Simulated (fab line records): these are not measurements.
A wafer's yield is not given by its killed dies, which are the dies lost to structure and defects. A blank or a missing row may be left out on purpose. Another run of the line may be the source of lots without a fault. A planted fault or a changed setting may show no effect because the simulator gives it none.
Chamber matching ; flow n5Finfet ; rieDiel-03 running N5_BEOL_M12_DESCUM_33: 4 sister chambers
The step chemistry O2, time 7.9 s. 16 wafers are shown with their chamber, then 8 later ones without.

== WAFERS PAIRED WITH THEIR CHAMBERS ==
wafer;chamber;throttleValvePct (%);showerheadPlenumPTorr (Torr);drypumpMotorCurrentA (A)
L076.3;2;20.00;2.23;5.9
L076.4;1;20.43;2.11;5.8
L076.5;2;20.00;2.23;5.9
L077.2;2;20.01;2.23;5.9
L077.3;1;20.44;2.11;5.8
L077.6;2;20.01;2.23;5.9
L078.1;1;20.42;2.11;5.8
L078.3;0;20.19;2.16;5.8
L078.6;3;20.54;2.06;5.5
L081.1;3;20.55;2.06;5.5
L081.3;2;20.02;2.22;5.9
L081.5;3;20.55;2.06;5.5
L080.1;3;20.55;2.06;5.5
L080.4;2;20.03;2.22;5.8
L080.5;3;20.56;2.06;5.5
L083.2;1;20.43;2.10;5.8

SIGNATURES, as means of the wafers listed above
reading;chamber 0;chamber 1;chamber 2;chamber 3;scatter within a chamber
throttleValvePct;20.1900;20.4300;20.0117;20.5500;0.0095
showerheadPlenumPTorr;2.1600;2.1075;2.2267;2.0600;0.00417
drypumpMotorCurrentA;5.800;5.800;5.883;5.500;0.0264
Rule: for a wafer and a chamber, the distance is found by dividing, reading by reading, the gap between the wafer's reading and the chamber's mean by the reading's scatter, squaring, summing and taking the root. The wafer belongs to the nearest chamber; if the next one is less than 2 further off, it can't be placed. The scatter: the root of (the sum of the squares of (reading less its chamber's mean) over the shown wafers, divided by (wafers less chambers)).

== WAFERS WITHOUT THEIR CHAMBER ==
wafer;throttleValvePct (%);showerheadPlenumPTorr (Torr);drypumpMotorCurrentA (A)
L083.3;19.88;2.16;5.8
L083.5;20.45;2.10;5.8
L084.1;20.03;2.22;5.9
L084.3;19.91;2.16;5.8
L084.6;19.90;2.16;5.7
L088.3;20.47;2.10;5.7
L088.4;20.02;2.22;5.9
L088.6;20.58;2.05;5.5

== THE CHAMBER EACH PASSED THROUGH ==
wafer;from the rows above;in truth
L083.3;2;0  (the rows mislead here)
L083.5;1;1
L084.1;2;2
L084.3;2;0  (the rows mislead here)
L084.6;2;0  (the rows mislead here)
L088.3;1;1
L088.4;2;2
L088.6;3;3
Placed correctly: 5 of 8. Left unplaced by these rows: 0. Placed wrongly: 3.
